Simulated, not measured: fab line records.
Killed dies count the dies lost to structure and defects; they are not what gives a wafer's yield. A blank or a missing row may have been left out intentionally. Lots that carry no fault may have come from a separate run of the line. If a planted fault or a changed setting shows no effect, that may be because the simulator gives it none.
Matching of chambers ; flow nandHarc ; 4 sister chambers for NHARC_P_CONTACT_STRIP_28 on rieDiel-09
The step strips in O2. 8 wafers are shown with their chamber, then 10 later ones without.

== WAFERS, EACH WITH ITS CHAMBER ==
wafer;chamber;showerheadPlenumPTorr (Torr);drypumpMotorCurrentA (A)
L083.2;0;3.35;5.3
L088.1;3;3.71;6.3
L088.2;2;3.46;5.8
L090.1;2;3.46;5.8
L090.4;3;3.71;6.3
L090.6;1;3.69;6.5
L089.2;1;3.69;6.5
L089.4;0;3.34;5.4

== WAFERS MISSING THEIR CHAMBER ==
wafer;showerheadPlenumPTorr (Torr);drypumpMotorCurrentA (A)
L089.5;3.69;6.5
L093.1;3.71;6.3
L093.4;3.69;6.5
L093.5;3.69;6.5
L097.1;3.34;5.3
L097.2;3.71;6.4
L097.5;3.69;6.5
L096.1;3.69;6.5
L096.5;3.45;5.8
L096.6;3.69;6.5

== EACH ONE'S CHAMBER ==
wafer;from the rows above;in truth
L089.5;1;1
L093.1;3;3
L093.4;1;1
L093.5;1;1
L097.1;0;0
L097.2;3;3
L097.5;1;1
L096.1;1;1
L096.5;2;2
L096.6;1;1
Correct placement for 10 of the 10. Number that these rows cannot place: 0. 0 placed wrongly.
How it was worked out, from the rows above alone: a wafer's distance from a chamber is the root of the sum, over the readings, of the square of ((its reading less the chamber's mean) divided by the reading's scatter). The wafer belongs to the nearest chamber; if the next one is less than 2 further off, it can't be placed. A chamber's mean is the mean of its shown wafers. The scatter is the square root of a quotient: the sum, over the shown wafers, of each reading's squared deviation from its chamber's mean, divided by wafers minus chambers.
